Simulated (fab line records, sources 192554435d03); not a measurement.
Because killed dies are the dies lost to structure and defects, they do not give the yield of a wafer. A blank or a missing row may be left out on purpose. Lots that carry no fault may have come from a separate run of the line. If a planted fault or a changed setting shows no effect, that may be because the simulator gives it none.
Chamber matching    flow n5 finfet    4 sister chambers for N5_PMOS_HMC_CHANNEL_EPI_HM_OPEN_15 on rie diel-04
The step chemistry CHF3/O2, target SiO2, target depth 40.6 nm, time 20.3 s. 4 wafers are shown with their chamber, then 10 later ones without.

WAFERS WITH THEIR CHAMBER
wafer   chamber  rf vpp V (V)
L081.5  3        512
L091.5  2        548
L092.3  1        551
L092.4  0        533

WAFERS WITHOUT THEIR CHAMBER
wafer   rf vpp V (V)
L092.5  533
L094.1  531
L094.2  546
L094.4  552
L095.1  509
L095.3  546
L095.4  552
L097.3  553
L097.5  534
L097.6  512

CHAMBER TAKEN BY EACH
wafer   from the rows above      in truth
L092.5  0                        0
L094.1  0                        0
L094.2  can't be placed: 2 or 1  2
L094.4  can't be placed: 1 or 2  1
L095.1  3                        3
L095.3  can't be placed: 2 or 1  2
L095.4  can't be placed: 1 or 2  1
L097.3  can't be placed: 1 or 2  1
L097.5  0                        0
L097.6  3                        3
Placed correctly: 5 of 10. These rows do not allow placing 5 (true chamber among the candidates in 5). Number placed wrongly: 0.
How it was worked out, from the rows above alone: a wafer's distance from a chamber is the root of the sum, over the readings, of the square of ((its reading less the chamber's mean) divided by the reading's scatter). If the next closest chamber is less than 2 further off than the closest, the wafer can't be placed; otherwise it belongs to the closest. Each chamber's mean is taken over the wafers shown for it. The scatter: with one shown wafer a chamber, the root of the mean of the squares of how far each hidden wafer lies from its nearest shown one.
